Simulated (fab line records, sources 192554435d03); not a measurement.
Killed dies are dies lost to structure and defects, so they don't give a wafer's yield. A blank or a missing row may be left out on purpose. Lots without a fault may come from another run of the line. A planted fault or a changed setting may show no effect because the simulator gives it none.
A struck lot beside a sound one | flow n5_finfet | 27 steps out of a route of 1938
Sound: wafers L335.1, L335.3, L335.4. Struck: wafers L330.1, L330.3, L330.6. The cause comes at the end.
At each step with rows: each side's tool, then ch and its chambers, then its first start. Under that, the readings that differ: sound wafers | struck wafers | difference of the means | sigmas: that difference in standard deviations of wafers without a fault.
alike: readings whose means differ by less than 2 such deviations, and words and numbers that are the same on both sides. not compared: withheld readings, readings that some wafer has no value for, bounds like >300 that may hide the same value, and numbers for which the record gives no deviation and whose values overlap.
The two part at a step that has a row with sigmas, a row that says differs or no value, or rows on one side only. Numbers that don't overlap but have no deviation are shown without sigmas and don't part them. A reading that every wafer of one side lacks parts them only if that side has two wafers or more.

first, 11 steps without rows for these wafers: N5_FIN_SAQP_STRIP_53 (strips in N2/H2); N5_FIN_SAQP_HM_OPEN_73 (chemistry CHF3/O2, target SiO2, stops on a-Si, target depth 12 nm, time 16.8 s); N5_FIN_SAQP_STRIP_74 (strips in CHF3/O2); N5_FIN_SAQP_MANDREL_ETCH_22 (etches a-Si in HBr/Cl2, stops on SiNx, target depth 60 nm, bt time 10 s, time 30 s); N5_FIN_SAQP_STRIP_55 (strips in N2/H2); N5_FIN_SAQP_STRIP_23 (strips in SPM, time 750 s); N5_FIN_SAQP_SRD_66 (time 30 s); N5_FIN_SAQP_RECESS_75 (chemistry HF/NH3, target SiO2, target depth 14.4 nm, afs cycles 3, sublimation time 60 s); N5_FIN_SAQP_SPACER1_ALD_24 (deposits SiO2, target thk 20.3 nm, pulse time 1 s, purge time 2 s); N5_FIN_SAQP_SPACER1_ETCHBACK_25 (etches SiO2 in CHF3/O2, target depth 24.4 nm, time 12.2 s); N5_FIN_SAQP_MANDREL1_REMOVE_56 (chemistry HBr/Cl2/O2, target a-Si, stops on SiNx, bt time 10 s).
N5_FIN_SAQP_ETCH_57: etches SiNx in CH3F/O2, target depth 32.5 nm, time 46.4 s.
  sound on rie_diel-05 ch 1,2,3, day 6 07:58; struck on rie_diel-05 ch 0,2, day 5 06:17
  no value came back on the struck wafers for any of 10 readings (CH3F_flow_sccm (sccm), O2_flow_sccm (sccm) and others); on the sound wafers CH3F_flow_sccm (sccm) reads 29.98 30.06 30.00
then, 1 step without rows for these wafers: N5_FIN_SAQP_ETCH_65 (etches SiO2 in CF4, target depth 4 nm, time 4.4 s).
N5_FIN_SAQP_MANDREL_ETCH_58: etches a-Si in HBr/Cl2, stops on SiNx, target depth 45 nm, bt time 10 s, time 27 s.
  sound on rie_si-03 ch 1,2,3, day 6 08:07; struck on rie_si-03 ch 0,3, day 5 06:25
  reading                | sound             | struck            | difference | sigmas
  oes_product_au (a.u.)  | 0.684 0.708 0.722 | 0.317 0.317 0.308 | -0.391     | -36
  throttle_valve_pct (%) | 35.7 35.4 35.2    | 36.7 36.0 36.6    | +1.0       | +3
  alike: HBr_flow_sccm, bias_w, drypump_motor_current_A
  not compared: rf_hours_counter_h
then, 2 steps without rows for these wafers: N5_FIN_SAQP_RECESS_63 (chemistry HF/NH3, target SiO2, target depth 18 nm, afs cycles 3, sublimation time 60 s); N5_FIN_SAQP_COAT_68 (time 60 s, resist thk 100 nm).
N5_FIN_SAQP_ETCH_69: etches SOC in N2/H2, stops on SiNx, target depth 150 nm.
  sound on rie_diel-06 ch 0,2,3, day 6 08:39; struck on rie_diel-05 ch 0,1,3, day 5 07:10
  reading               | sound          | struck         | difference | sigmas
  oes_product_au (a.u.) | 0.68 0.92 0.69 | 0.35 0.35 0.27 | -0.44      | -4
  alike: bias_w, chamber_pressure_mTorr, drypump_motor_current_A, rf_vpp_V, showerhead_plenum_p_Torr, throttle_valve_pct
  not compared: rf_hours_counter_h
then, 4 steps without rows for these wafers: N5_FIN_SAQP_ETCH_67 (etches SiNx in CH3F/O2, target depth 30 nm); N5_FIN_SAQP_STRIP_70 (strips in N2/H2); N5_FIN_SAQP_RECESS_71 (chemistry HF/NH3, target SiO2, target depth 3 nm, afs cycles 1, sublimation time 60 s); N5_FIN_SAQP_SPACER2_ALD_28 (deposits SiO2, target thk 8.1 nm, pulse time 1 s, purge time 2 s).
N5_FIN_SAQP_SPACER2_ETCHBACK_29: etches SiO2 in CHF3/O2, target depth 12.2 nm, time 6.1 s.
  sound on rie_diel-06 ch 0,2,3, day 6 09:40; struck on rie_diel-05 ch 0,2,3, day 5 09:35
  reading               | sound          | struck         | difference | sigmas
  oes_product_au (a.u.) | 0.94 0.68 0.71 | 0.28 0.28 0.35 | -0.47      | -5
  alike: drypump_motor_current_A, oes_ar_750_au, rf_vpp_V, showerhead_plenum_p_Torr, throttle_valve_pct
  not compared: rf_hours_counter_h
N5_FIN_SAQP_MANDREL2_REMOVE_60: chemistry HBr/Cl2/O2, target a-Si, stops on SiNx, bt time 10 s.
  sound on rie_si-01 ch 0,2,3, day 6 09:45; struck on rie_si-03 ch 1,2,3, day 5 09:40
  reading               | sound             | struck            | difference | sigmas
  oes_product_au (a.u.) | 1.005 1.011 1.011 | 0.375 0.375 0.385 | -0.631     | -45
  alike: drypump_motor_current_A, throttle_valve_pct
  not compared: rf_hours_counter_h
N5_FIN_SAQP_CD_MEAS_31: target cd 8 nm.
  sound on cd_sem-03 ch 0, day 6 09:52; struck on cd_sem-03 ch 0, day 5 09:47
  reading    | sound          | struck | difference                    | sigmas
  cd_nm (nm) | 8.27 8.27 8.10 | - - -  | no value on the struck wafers |
then, 1 step without rows for these wafers: N5_FIN_SAQP_HM_OPEN_33 (chemistry CH3F/O2, target SiNx, target depth 49.4 nm, time 70.6 s).
N5_BEOL_M4_RC_MEAS_101:
  the record has rows for the sound wafers here (prober-01 ch 0, day 12 03:14) and none for the struck ones
-- the record jumps here: 10 days lie between the struck wafers' starts before and after (it left off in module BEOL_M4 and takes up again in module PASSIVATION, whose first step shown is number 1936 of the route) --
N5_PASSIVATION_PROBE_49:
  sound on prober-02, day 16 04:44; struck on prober-01, day 15 05:41
  reading                  | sound          | struck         | difference | sigmas
  defect_limited_yield (%) | 92.3 90.4 90.8 | 0 0 0          | -91        | -65
  killed_at_front_end      | 23 35 31       | 1126 1110 1119 | +1089      | +91
  killed_dies              | 91 113 108     | 1180 1180 1180 | +1076      | +63
  killed_on_rim            | 6 13 17        | 152 152 152    | +140       | +35
  sort_bin_5_function (%)  | 4.2 5.8 5.5    | 96.9 95.4 97.2 | +91.3      | +99 or more
  sort_n_pass              | 1089 1067 1072 | 0 0 0          | -1076      | -63
  sort_yield_pct (%)       | 92.3 90.4 90.8 | 0 0 0          | -91        | -65
  alike: killed_at_M0_to_M3, killed_at_M4_up, killed_at_contacts, killed_at_other, killed_open, killed_short, sort_bin_6_memory

WHERE THEY PART
First at N5_FIN_SAQP_ETCH_57; last, within this record, at N5_PASSIVATION_PROBE_49.

WHY: what the simulator had put in
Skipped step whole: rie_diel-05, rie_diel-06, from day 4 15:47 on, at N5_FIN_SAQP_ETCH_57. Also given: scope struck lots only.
